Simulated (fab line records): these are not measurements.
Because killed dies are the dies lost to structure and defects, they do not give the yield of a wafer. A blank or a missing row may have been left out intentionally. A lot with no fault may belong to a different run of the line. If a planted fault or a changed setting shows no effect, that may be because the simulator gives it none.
Chamber matching ; flow n5_finfet ; N5_BEOL_M9_DESCUM_33 on rie_diel-06 has 4 sister chambers
The step chemistry O2, time 7 s. 4 wafers are shown with their chamber, then 8 later ones without.

== WAFERS WITH THEIR CHAMBER ==
wafer;chamber;throttle_valve_pct (%)
L083.5;0;20.83
L087.6;1;19.86
L089.5;2;20.36
L093.1;3;20.57

== WAFERS WHOSE CHAMBER IS MISSING ==
wafer;throttle_valve_pct (%)
L093.2;20.86
L093.6;20.85
L092.1;19.87
L092.4;20.57
L092.6;20.57
L095.1;19.89
L095.5;20.38
L095.6;19.90

== WHICH CHAMBER EACH WENT THROUGH ==
wafer;from the rows above;in truth
L093.2;0;0
L093.6;0;0
L092.1;1;1
L092.4;3;3
L092.6;3;3
L095.1;1;1
L095.5;2;2
L095.6;1;1
Placed correctly: 8 of 8. Left unplaced by these rows: 0. Placed wrongly: 0.
How it was worked out, from the rows above alone: a wafer's distance from a chamber is the root of the sum, over the readings, of the square of ((its reading less the chamber's mean) divided by the reading's scatter). The wafer belongs to the nearest chamber; if the next one is less than 2 further off, it can't be placed. A chamber's mean is the mean of its shown wafers. The scatter: with one shown wafer a chamber, the root of the mean of the squares of how far each hidden wafer lies from its nearest shown one.
